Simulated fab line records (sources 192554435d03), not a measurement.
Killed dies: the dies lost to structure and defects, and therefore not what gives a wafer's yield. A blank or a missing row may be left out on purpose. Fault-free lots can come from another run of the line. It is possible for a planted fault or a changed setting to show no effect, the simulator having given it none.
A lot that was struck, set against a sound lot / flow n5 finfet / 14 steps out of a route of 1938
Sound: the wafers L232.1, L232.3, L232.5. Wafers L236.1, L236.3, L236.4 were the ones struck. The cause comes at the end.
At each step with rows: each side's tool, then ch and its chambers, then its first start. Under that, the readings that differ: sound wafers / struck wafers / difference of the means / sigmas: that difference in standard deviations of wafers without a fault.
alike: readings with means less than 2 such deviations apart, plus words and numbers identical on both sides. not compared: withheld readings, readings lacking a value on some wafer, bounds such as >300 that could conceal the same value, and numbers that have no deviation in the record and whose values overlap.
The two part at a step that has a row with sigmas, a row that says differs or no value, or rows on one side only. Numbers that have no deviation but don't overlap get no sigmas and don't part them. A reading that every wafer of one side lacks parts them only if that side has two wafers or more.

N5_MOL_CONTACT_COAG_ETCH_47: etches SiNx in CH3F/O2, stops on W, target depth 27 nm.
  sound on rie diel-02 ch 0,3, day 8 03:33; struck on rie diel-06 ch 0,1,3, day 9 04:24
  alike: bias w, drypump motor current A, etch rf on time s, oes product au, rf vpp V, showerhead plenum p Torr, throttle valve pct
  not compared: rf hours counter h
N5_MOL_CONTACT_COAG_STRIP_119: strips in N2/H2, time 30 s.
  sound on plasma asher-02 ch 1, day 8 03:38; struck on plasma asher-02 ch 0,1, day 9 04:29
  alike: drypump motor current A, heater power w
  not compared: rf hours counter h
then, 2 steps without rows for these wafers: N5_MOL_CONTACT_COAG_PRECLEAN_144 (cleans in alkaline clean, time 60 s); N5_MOL_CONTACT_COAG_SRD_145 (time 30 s).
N5_MOL_CONTACT_COAG_CD_MEAS_137: target cd 16 nm.
  sound: cd sem-02 at day 8 03:46; struck: cd sem-03 at day 9 04:37
  alike: cd nm
then, 7 steps without rows for these wafers: N5_MOL_CONTACT_COAG_COAT_62 (time 60 s, resist thk 60 nm); N5_MOL_CONTACT_COAG_COAT_63 (time 60 s, resist thk 10 nm); N5_MOL_CONTACT_COAG_COAT_64 (time 60 s, resist thk 10 nm); N5_MOL_CONTACT_COAG_COAT_34 (resist thk 40 nm); N5_MOL_CONTACT_COAG_EBR_36; N5_MOL_CONTACT_COAG_SOFTBAKE_35 (time 60 s); N5_MOL_CONTACT_COAG_EXPOSE_37 (exposes mask VD, defocus 0 nm).
N5_MOL_CONTACT_COAG_PEB_38: peb time 60 s.
  sound on litho track-04 ch 0, day 8 04:01; struck on litho track-03, day 9 04:52
  no value came back on the struck wafers for chill plate temp C (C), exhaust pa (Pa); on the sound wafers chill plate temp C (C) reads 23.10 23.10 23.02
then, 1 step without rows for these wafers: N5_MOL_CONTACT_COAG_DEVELOP_39 (develop time 30 s).

== WHERE THEY PART ==
At N5_MOL_CONTACT_COAG_PEB_38 and nowhere else, as far as this record goes.

WHY: what the simulator had put in
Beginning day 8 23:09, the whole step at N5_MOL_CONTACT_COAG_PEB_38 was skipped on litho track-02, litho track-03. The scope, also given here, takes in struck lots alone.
